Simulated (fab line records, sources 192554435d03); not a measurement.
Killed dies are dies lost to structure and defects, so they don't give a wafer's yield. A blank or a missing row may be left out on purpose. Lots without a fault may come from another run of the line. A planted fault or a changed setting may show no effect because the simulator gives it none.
fab line records | flow n5_finfet
record lots=6 wafers=17 last_day=18
route steps=1938 shown SDB@348 BEOL_M4@1111 PASSIVATION@1936
lots that met no fault: from a run of the same line without faults
start_h: hours from the record's first day to the start of the lot's first wafer shown | wait_h: hours since the lot's step before | " the same as in the row above | L1.1+2: a row that stands for several wafers | - no value, or no start given | * or withheld: withheld | < > ~ a bound
route shown NAME@n: a module of which the file shows steps, and the number in the route of the first | usual: mean/standard deviation of fault-free wafers | same: alike in all rows | chamber/n: place in a boat | sites: the reading at each site | _std_site: their standard deviation | _edge_site: outer sites' mean less inner sites' | radius_mm: how far each site lies from the wafer's centre | mask NAME#n: copy n | behind: the tool/chamber that last shaped the wafer | hold: why the lot was held/for how many hours/how that ended | device: the transistor (n, p or np) that didn't switch | end of line: the same wafers' tests at the end of the route | a step without rows: its recipe alone | killed: dies lost to structure and defects at the first sort, not the wafer's yield | map: a wafer's dies, x killed, . not, _ none there
set.NAME: the setting as run; set.NAME@STEP: as run at that earlier step | model.NAME: the simulator's own value behind a step, which no gauge read
lots at some steps of the route; a table a step, a row a wafer
services: from which hour (start_h, from the record's first day; less than 0 if before it) a tool's chamber was out of use, for how many hours, and why
## steps
# step N5_SDB_COAT_03
# recipe resist=SOC temp_c=250 time_s=60 spin_rpm=1500 resist_thk_nm=100
# step N5_SDB_COAT_04
# recipe resist=SiARC temp_c=220 time_s=60 spin_rpm=1500 resist_thk_nm=18
# step N5_SDB_COAT_05
# recipe resist=CAR-ArF spin_rpm=1500 resist_thk_nm=90
# step N5_SDB_EBR_07
# recipe solvent=PGMEA ebr_width_mm=1.5
# step N5_SDB_SOFTBAKE_06
# recipe temp_c=110 time_s=60 resist=CAR-ArF
# step N5_SDB_EXPOSE_08
# recipe mask_id=SDB na=1.35 source_shape=conventional sigma_outer=0.5 polarization=unpolarized dose_mj=49.6
# step N5_SDB_PEB_09
# recipe peb_temp_c=withheld peb_time_s=60 resist=CAR-ArF
# step N5_SDB_DEVELOP_10
# recipe develop_time_s=30 developer=TMAH resist=CAR-ArF rinse_liquid=diw dry=air_spin dev_temp_c=23
# step N5_SDB_CD_MEAS_11
# recipe target_cd_nm=50 landing_energy_ev=500 detector=se_inlens polarity=opening
# usual cd_nm=49.5/1.1
# columns lot.wafer tool chamber start_h wait_h cd_nm
L787.1 cd_sem-02 0 83.78 - 47.5
L787.3 " 0 " " 51.5
L787.5 " 0 " " 49.9
L797.1 cd_sem-02 0 134.73 - 48.2
L797.4 " 0 " " 50.7
L797.5 " 0 " " 51.1
L800.1 cd_sem-03 0 152.64 - 49.5
L800.4 " 0 " " 48.2
L800.6 " 0 " " 50.2
L802.3 cd_sem-03 0 159.69 - 51.0
L802.6 " 0 " " 49.6
L803.1 cd_sem-01 0 170.33 - 50.3
L803.2 " 0 " " 49.1
L803.3 " 0 " " 49.0
L807.1 cd_sem-01 0 194.05 - 47.9
L807.5 " 0 " " 49.8
L807.6 " 0 " " 49.4
# step N5_SDB_OVL_MEAS_12
# recipe points_per_wafer=44
# usual SDB_OVL=-0.2/0.63
# columns lot.wafer tool chamber start_h wait_h SDB_OVL[nm]
L787.1 overlay-01 0 83.81 0.0 0.7
L787.3 " 0 " " 0.5
L787.5 " 0 " " 0.4
L797.1 overlay-02 0 134.76 0.0 -0.2
L797.4 " 0 " " -1.1
L797.5 " 0 " " 0.1
L800.1 overlay-02 0 152.67 0.0 -0.6
L800.4 " 0 " " 0.6
L800.6 " 0 " " 0.2
L802.3 overlay-02 0 159.71 0.0 -0.5
L802.6 " 0 " " -0.1
L803.1 overlay-02 0 170.36 0.0 -0.4
L803.2 " 0 " " -0.4
L803.3 " 0 " " -0.9
L807.1 overlay-02 0 194.08 0.0 -0.4
L807.5 " 0 " " -0.1
L807.6 " 0 " " 1.2
# step N5_SDB_INSPECT_13
# recipe mode=adi inspect_instrument=brightfield
# usual raw_defect_count=84/42
# columns lot.wafer tool chamber start_h wait_h raw_defect_count
L787.1 defect_inspect-02 - 83.83 0.0 93
L787.3 " - " " 273
L787.5 " - " " 153
L797.1 defect_inspect-02 - 134.79 0.0 135
L797.4 " - " " 77
L797.5 " - " " 110
L800.1 defect_inspect-01 - 152.69 0.0 30
L800.4 " - " " 48
L800.6 " - " " 45
L802.3 defect_inspect-01 - 159.74 0.0 84
L802.6 " - " " 82
L803.1 defect_inspect-01 - 170.38 0.0 45
L803.2 " - " " 78
L803.3 " - " " 82
L807.1 defect_inspect-02 - 194.10 0.0 71
L807.5 " - " " 63
L807.6 " - " " 68
# step N5_SDB_DESCUM_16
# recipe chemistry=O2 time_s=7.9 source_power_w=50 bias_power_w=20 pressure_mtorr=20 rf_frequency_hz=2.712e+07 temp_c=40 resist=CAR-ArF o2_flow_sccm=225
# usual bias_power_w=20.00/0.051 chamber_pressure_mTorr=20.001/0.018 drypump_motor_current_A=5.5/0.54 oes_product_au=0.82/0.068 rf_vpp_V=243.8/1.5 showerhead_plenum_p_Torr=2.14/0.07 throttle_valve_pct=20.50/0.21
# columns lot.wafer tool chamber start_h wait_h bias_power_w chamber_pressure_mTorr drypump_motor_current_A oes_product_au rf_hours_counter_h rf_vpp_V showerhead_plenum_p_Torr throttle_valve_pct
L787.1 rie_diel-03 0 83.87 0.0 20.07 20.021 5.7 0.79 97 244.4 2.19 20.37
L787.3 " 2 " " 20.08 20.026 5.3 0.81 72 243.1 2.13 20.83
L787.5 " 3 " " 20.05 19.983 6.3 0.71 - 240.3 2.01 20.76
L797.1 rie_diel-05 0 134.82 0.0 20.01 20.030 6.1 0.84 70 243.3 2.05 20.77
L797.4 " 3 " " 19.96 20.010 4.6 0.86 47 245.5 2.22 20.52
L797.5 " 3 " " 20.04 20.039 4.7 0.87 - 247.0 2.22 20.51
L800.1 rie_diel-03 3 152.72 0.0 20.06 19.984 6.3 0.69 227 239.8 2.00 20.79
L800.4 " 0 " " 19.98 19.987 5.7 0.76 134 242.0 2.18 20.43
L800.6 " 2 " " 19.97 20.011 5.3 0.77 - 243.0 2.12 20.89
L802.3 rie_diel-05 3 159.77 0.0 20.02 19.980 4.6 0.86 55 245.1 2.22 20.52
L802.6 " 3 " " 20.01 19.988 4.6 0.86 - 244.6 2.22 20.51
L803.1 rie_diel-05 2 170.42 0.0 20.00 19.992 5.6 0.89 46 245.7 2.22 20.38
L803.2 " 1 " " 19.93 20.023 5.6 0.84 67 242.9 2.04 20.44
L803.3 " 3 " " 20.02 20.026 4.6 0.85 61 245.1 2.22 20.52
L807.1 rie_diel-03 1 194.14 0.0 20.03 19.978 5.3 0.80 120 244.4 2.12 20.52
L807.5 " 3 " " 20.02 20.001 6.3 0.69 - 242.0 1.99 20.82
L807.6 " 0 " " 19.98 20.004 5.7 0.74 - 244.0 2.17 20.45
# step N5_SDB_ETCH_17
# recipe chemistry=CF4 target=SiARC target_depth_a=234 mask_material=CAR-ArF time_s=39 ion_energy_ev=80 pressure_mtorr=40 source_w=545 bias_w=36 Ar_flow_sccm=100 cf4_flow_sccm=100 ends=cleared
# usual chamber_pressure_mTorr=40.00/0.037 drypump_motor_current_A=5.5/0.53 etch_rf_on_time_s=38.8/1.2 oes_product_au=0.70/0.055 rf_vpp_V=184.6/1.3 showerhead_plenum_p_Torr=2.19/0.073 throttle_valve_pct=15.63/0.18
# columns lot.wafer tool chamber start_h wait_h chamber_pressure_mTorr drypump_motor_current_A etch_rf_on_time_s oes_product_au rf_hours_counter_h rf_vpp_V showerhead_plenum_p_Torr throttle_valve_pct
L787.1 rie_diel-03 0 83.90 0.0 40.03 5.7 38.6 0.68 97 185.3 2.24 15.50
L787.3 " 2 " " 39.98 5.3 40.5 0.69 72 185.5 2.18 15.85
L787.5 " 3 " " 40.00 6.3 38.6 0.62 - 183.8 2.06 15.93
L797.1 rie_diel-05 0 134.86 0.0 40.01 6.2 39.9 0.70 70 184.5 2.08 15.73
L797.4 " 3 " " 40.00 4.6 40.6 0.73 47 184.0 2.27 15.65
L797.5 " 3 " " 39.95 4.6 40.7 0.73 - 186.1 2.28 15.65
L800.1 rie_diel-03 3 152.76 0.0 39.92 6.3 38.7 0.60 227 182.7 2.05 16.01
L800.4 " 0 " " 40.03 5.7 38.3 0.66 134 185.5 2.23 15.58
L800.6 " 2 " " 40.01 5.3 40.3 0.66 - 183.8 2.17 15.92
L802.3 rie_diel-05 3 159.81 0.0 40.05 4.6 46.8 0.66 55 187.0 2.27 15.67
L802.6 " 3 " " 40.00 4.6 40.4 0.72 - 185.0 2.27 15.66
L803.1 rie_diel-05 2 170.45 0.0 39.99 5.6 36.2 0.76 46 186.2 2.26 15.56
L803.2 " 1 " " 40.00 5.6 37.6 0.74 67 184.1 2.08 15.47
L803.3 " 3 " " 39.97 4.6 46.4 0.66 61 187.4 2.27 15.67
L807.1 rie_diel-03 1 194.17 0.0 39.98 5.2 39.2 0.69 120 184.1 2.15 15.59
L807.5 " 3 " " 39.95 6.3 38.8 0.58 - 182.9 2.05 16.04
L807.6 " 0 " " 39.97 5.7 38.0 0.65 - 185.1 2.22 15.61
# step N5_SDB_ETCH_18
# recipe chemistry=N2/H2 target=SOC target_depth_a=1000 overetch_a=200 mask_material=SiARC temp_c=40 time_s=150 ion_energy_ev=200 pressure_mtorr=30 source_w=840 bias_w=150 n2_flow_sccm=200 h2_flow_sccm=200
# usual chamber_pressure_mTorr=30.001/0.027 drypump_motor_current_A=5.5/0.54 oes_product_au=0.73/0.054 rf_vpp_V=525.3/2.6 showerhead_plenum_p_Torr=2.60/0.088 throttle_valve_pct=17.88/0.11
# columns lot.wafer tool chamber start_h wait_h chamber_pressure_mTorr drypump_motor_current_A oes_product_au rf_hours_counter_h rf_vpp_V showerhead_plenum_p_Torr throttle_valve_pct
L787.1 rie_diel-03 0 83.94 0.0 30.010 5.6 0.70 97 527.4 2.68 17.88
L787.3 " 2 " " 29.970 5.3 0.73 72 523.9 2.57 17.96
L787.5 " 3 " " 29.983 6.4 0.64 - 519.6 2.43 18.08
L797.1 rie_diel-05 0 134.89 0.0 30.024 6.2 0.75 70 522.4 2.46 17.92
L797.4 " 3 " " 29.983 4.6 0.77 47 527.9 2.69 17.82
L797.5 " 3 " " 29.957 4.6 0.78 - 527.6 2.69 17.81
L800.1 rie_diel-03 3 152.79 0.0 30.027 6.3 0.62 227 519.4 2.42 18.13
L800.4 " 0 " " 29.994 5.7 0.68 134 526.8 2.67 17.93
L800.6 " 2 " " 30.005 5.3 0.70 - 524.2 2.55 18.01
L802.3 rie_diel-05 3 159.84 0.0 29.995 4.6 0.77 55 528.2 2.69 17.84
L802.6 " 3 " " 29.997 4.7 0.77 - 527.3 2.69 17.85
L803.1 rie_diel-05 2 170.49 0.0 29.963 5.6 0.77 46 527.2 2.71 17.89
L803.2 " 1 " " 29.962 5.7 0.75 67 522.5 2.48 17.96
L803.3 " 3 " " 29.995 4.6 0.75 61 527.5 2.68 17.84
L807.1 rie_diel-03 1 194.21 0.0 29.963 5.3 0.71 120 524.1 2.57 17.95
L807.5 " 3 " " 30.033 6.3 0.61 - 519.5 2.41 18.18
L807.6 " 0 " " 29.941 5.7 0.67 - 528.1 2.66 17.96
# step N5_BEOL_M4_RC_MEAS_101
# usual DIBL_N=37.1/1.8 DIBL_P=37.2/2.1 IOFF_N=0.17/0.033 IOFF_P=0.22/0.037 ION_N=680/11 ION_P=464/7.7 SS_N=71.7/0.63 SS_P=73.6/0.67 VT_N=248.9/2.9 VT_P=-251/3.6
# columns lot.wafer tool chamber start_h wait_h DIBL_N[mV/V] DIBL_P[mV/V] IOFF_N[nA/um] IOFF_P[nA/um] ION_N[uA/um] ION_P[uA/um] SS_N[mV/dec] SS_P[mV/dec] VT_N[mV] VT_P[mV]
L787.1 prober-02 0 193.53 0.0 35.8 37.5 0.18 0.26 710 487 71.3 73.6 244.3 -245
L787.3 " 0 " " 33.9 34.4 0.13 0.21 663 463 71.1 73.0 250.9 -248
L787.5 " 0 " " 34.7 35.0 0.15 0.21 691 473 71.5 72.8 249.8 -249
L797.1 prober-01 0 240.83 0.0 36.3 35.4 0.14 0.18 663 456 71.0 72.4 250.2 -252
L797.4 " 0 " " 38.0 38.2 0.19 0.23 683 469 71.9 73.8 248.1 -250
L797.5 " 0 " " 38.6 38.5 0.20 0.24 680 468 71.7 73.4 247.4 -247
L800.1 prober-02 0 274.65 0.0 40.2 40.4 0.21 0.23 690 460 71.8 73.6 246.8 -253
L800.4 " 0 " " 38.7 38.6 0.18 0.19 680 451 71.3 73.5 247.9 -253
L800.6 " 0 " " 38.9 38.6 0.17 0.19 682 465 71.5 73.8 249.3 -255
L802.3 prober-01 0 281.74 0.3 37.7 37.1 0.18 0.19 687 459 71.1 73.3 247.4 -254
L802.6 " 0 " " 37.2 36.4 0.17 0.18 684 463 71.0 73.1 248.9 -253
L803.1 prober-01 0 285.70 0.0 39.7 38.9 0.21 0.24 684 457 72.8 74.4 250.0 -250
L803.2 " 0 " " 34.7 34.4 0.12 0.18 661 459 70.8 72.4 250.6 -252
L803.3 " 0 " " 36.6 36.0 0.15 0.20 673 461 71.4 73.1 251.9 -249
L807.1 prober-01 0 317.86 0.0 37.0 36.4 0.16 0.22 696 481 71.0 73.3 247.9 -249
L807.5 " 0 " " 37.6 36.9 0.18 0.23 689 469 71.7 73.9 244.7 -251
L807.6 " 0 " " 34.2 32.7 0.12 0.17 689 473 70.4 73.0 254.7 -254
# step N5_PASSIVATION_PROBE_49
# usual defect_limited_yield=91.7/1.5 killed_at_M0_to_M3=32/10 killed_at_M4_up=14/5.3 killed_at_contacts=13/5.7 killed_at_front_end=37/10 killed_at_other=3.3/2.5 killed_dies=98/18 killed_open=65/13 killed_short=31/7.5 sort_bin_5_function=4.9/0.91 sort_bin_6_memory=3.1/0.71 sort_n_pass=1082/18 sort_yield_pct=91.7/1.5
# same gross_dies=1180 killed_at_back_side=0 sort_bin_4_leakage[%]=0 sort_bin_8_speed[%]=0
# columns lot.wafer tool chamber start_h wait_h defect_limited_yield[%] killed_at_M0_to_M3 killed_at_M4_up killed_at_contacts killed_at_front_end killed_at_other killed_dies killed_open killed_short sort_bin_5_function[%] sort_bin_6_memory[%] sort_n_pass sort_yield_pct[%]
L787.1 prober-02 - 301.90 0.0 92.9 15 16 6 43 4 84 52 26 4.8 1.9 1096 92.9
L787.3 prober-02 - 302.00 0.1 91.3 27 24 14 30 8 103 60 39 4.7 3.6 1077 91.3
L787.5 prober-02 - 302.10 0.2 92.6 23 15 9 34 6 87 52 33 4.6 2.5 1093 92.6
L797.1 prober-01 - 342.40 0.0 93.2 36 9 10 14 11 80 52 28 4.1 2.5 1100 93.2
L797.4 prober-01 - 342.55 0.2 91.7 35 10 11 36 6 98 62 36 4.7 3.4 1082 91.7
L797.5 prober-01 - 342.60 0.2 91.7 30 9 10 42 7 98 61 32 4.7 3.2 1082 91.7
L800.1 prober-01 - 382.30 0.0 91.0 43 15 7 35 6 106 72 33 5.5 3.1 1074 91.0
L800.4 prober-01 - 382.45 0.2 91.6 38 6 12 37 6 99 68 30 4.9 3.1 1081 91.6
L800.6 prober-01 - 382.55 0.3 89.4 47 9 9 58 2 125 79 38 6.4 3.2 1055 89.4
L802.3 prober-01 - 397.60 0.1 93.4 33 7 14 20 4 78 49 28 4.2 2.1 1102 93.4
L802.6 prober-01 - 397.75 0.3 92.2 28 15 12 37 0 92 58 32 4.6 3.1 1088 92.2
# killed by level:class
L787.1 GATE_CUT:geometric_particle:short=12 STI_FIN_REVEAL:geometric_particle:open=9 BEOL_M4:geometric_particle:open=8 GATE_CUT:geometric_particle:open=5 FIN_SAQP:geometric_particle:short=4 MOL_CONTACT_COAG:geometric_particle:open=4 BEOL_M2:geometric_particle:open=4 BEOL_M5:geometric_particle:open=4
L787.3 MOL_CONTACT_COAG:geometric_particle:open=11 BEOL_M4:geometric_particle:short=7 BEOL_M4:geometric_particle:open=7 BEOL_M0_SAQP:geometric_particle:short=6 BEOL_M0_SAQP:geometric_particle:open=6 BEOL_M3:geometric_particle:open=6 STI_FIN_REVEAL:geometric_particle:open=4 FIN_SAQP:geometric_particle:short=3
L787.5 GATE_CUT:geometric_particle:short=9 MOL_CONTACT_COAG:geometric_particle:open=8 BEOL_M2:geometric_particle:open=6 BEOL_M4:geometric_particle:open=6 STARTING-WAFER:geometric_particle:open=5 BEOL_M0_SAQP:geometric_particle:open=4 FIN_SAQP:geometric_particle:short=3 GATE_CUT:geometric_particle:open=3
L797.1 BEOL_M0_SAQP:geometric_particle:open=16 BEOL_M0_SAQP:geometric_particle:short=11 MOL_CONTACT_COAG:geometric_particle:open=8 BEOL_M5:geometric_particle:open=5 FIN_SAQP:geometric_particle:open=4 GATE_CUT:geometric_particle:short=4 BEOL_M3:geometric_particle:open=4 MIM_BOT:geometric_particle:open=3
L797.4 FIN_SAQP:geometric_particle:open=16 BEOL_M0_SAQP:geometric_particle:short=15 BEOL_M0_SAQP:geometric_particle:open=14 MOL_CONTACT_COAG:geometric_particle:open=9 BEOL_M4:geometric_particle:open=6 BEOL_M3:geometric_particle:open=5 FIN_SAQP:geometric_particle:short=4 ILD0:geometric_particle:short=3
L797.5 FIN_SAQP:geometric_particle:open=15 BEOL_M0_SAQP:geometric_particle:short=11 FIN_SAQP:geometric_particle:short=8 MOL_CONTACT_COAG:geometric_particle:open=8 BEOL_M0_SAQP:geometric_particle:open=7 STI_FIN_REVEAL:geometric_particle:open=5 BEOL_M2:geometric_particle:open=4 HKMG_FIN:area_etch=4
L800.1 FIN_SAQP:geometric_particle:open=10 BEOL_M1:geometric_particle:open=10 BEOL_M3:geometric_particle:open=10 BEOL_M0_SAQP:geometric_particle:open=7 BEOL_M4:geometric_particle:open=6 DUMMY_GATE:geometric_particle:open=5 BEOL_M1:geometric_particle:short=5 MOL_CONTACT_COAG:geometric_particle:open=4
L800.4 STI_FIN_REVEAL:geometric_particle:open=14 MOL_CONTACT_COAG:geometric_particle:open=8 BEOL_M3:geometric_particle:open=7 BEOL_M0_SAQP:geometric_particle:open=6 FIN_SAQP:geometric_particle:open=5 BEOL_M0_SAQP:geometric_particle:short=5 BEOL_M1:geometric_particle:open=5 DUMMY_GATE:geometric_particle:open=4
L800.6 STI_FIN_REVEAL:geometric_particle:open=14 DUMMY_GATE:geometric_particle:open=11 BEOL_M0_SAQP:geometric_particle:short=10 FIN_SAQP:geometric_particle:open=7 BEOL_M2:geometric_particle:open=7 BEOL_M0_SAQP:geometric_particle:open=7 FIN_SAQP:geometric_particle:short=6 MOL_CONTACT_COAG:geometric_particle:open=6
L802.3 MOL_CONTACT_COAG:geometric_particle:open=13 BEOL_M1:geometric_particle:open=7 BEOL_M0_SAQP:geometric_particle:open=6 FIN_SAQP:geometric_particle:open=5 GATE_CUT:geometric_particle:short=5 BEOL_M2:geometric_particle:short=5 BEOL_M0_SAQP:geometric_particle:short=4 BEOL_M2:geometric_particle:open=4
L802.6 FIN_SAQP:geometric_particle:open=10 BEOL_M2:geometric_particle:open=10 MOL_CONTACT_COAG:geometric_particle:open=8 BEOL_M3:geometric_particle:open=6 FIN_SAQP:geometric_particle:short=5 STARTING-WAFER:geometric_particle:short=5 MOL_CONTACT_COAG:geometric_particle:short=4 BEOL_M0_SAQP:geometric_particle:open=4
## services
# columns tool chamber start_h hours kind
rie_diel-05 1 148.75 2.2 repair
rie_diel-05 0 152.80 25.5 repair
rie_diel-05 1 160.48 5.4 repair
## key
first_sign step=N5_SDB_ETCH_17 reading=etch_rf_on_time_s direction=up sigmas=6.6 usual=* struck=*
effect none on later readings
met_at N5_SDB_ETCH_17
struck_wafers L802.3,L803.3
onset_between 134.86 159.81
fault kind=process_parameter_drift tool=rie_diel-05 chamber=- onset_h=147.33 steps=N5_SDB_ETCH_17 channel=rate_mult offset=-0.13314 shape=step end_h=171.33 scope=struck_wafers_only
